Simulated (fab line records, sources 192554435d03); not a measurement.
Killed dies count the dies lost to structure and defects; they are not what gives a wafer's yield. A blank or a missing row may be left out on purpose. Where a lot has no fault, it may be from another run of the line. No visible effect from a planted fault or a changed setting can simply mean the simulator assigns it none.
Chamber matching    flow n5 finfet    4 sister chambers for N5_FIN_SAQP_ETCH_65 on rie si-03
The step etches SiO2 in CF4, target depth 4 nm, time 4.4 s. 4 wafers are shown with their chamber, then 7 later ones without.

EACH WAFER AND ITS CHAMBER
wafer   chamber  drypump motor current A (A)
L549.4  3        5.4
L550.2  1        6.1
L553.1  0        5.9
L553.2  2        6.1

WAFERS MISSING THEIR CHAMBER
wafer   drypump motor current A (A)
L553.4  6.1
L554.1  6.2
L554.2  5.4
L554.6  6.1
L558.1  6.1
L558.2  5.4
L558.5  5.9

CHAMBER TAKEN BY EACH
wafer   from the rows above      in truth
L553.4  can't be placed: 1 or 2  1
L554.1  can't be placed: 1 or 2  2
L554.2  3                        3
L554.6  can't be placed: 1 or 2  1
L558.1  can't be placed: 1 or 2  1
L558.2  3                        3
L558.5  0                        0
3 of 7 placed correctly. Can't be placed from these rows: 4 (the true chamber is among the candidates in 4). Number placed wrongly: 0.
How it was worked out, from the rows above alone: a wafer's distance from a chamber is the root of the sum, over the readings, of the square of ((its reading less the chamber's mean) divided by the reading's scatter). The wafer belongs to the nearest chamber; if the next one is less than 2 further off, it can't be placed. Each chamber's mean is taken over the wafers shown for it. The scatter: root of mean squared gap, hidden wafer to nearest shown wafer, with one shown wafer a chamber.
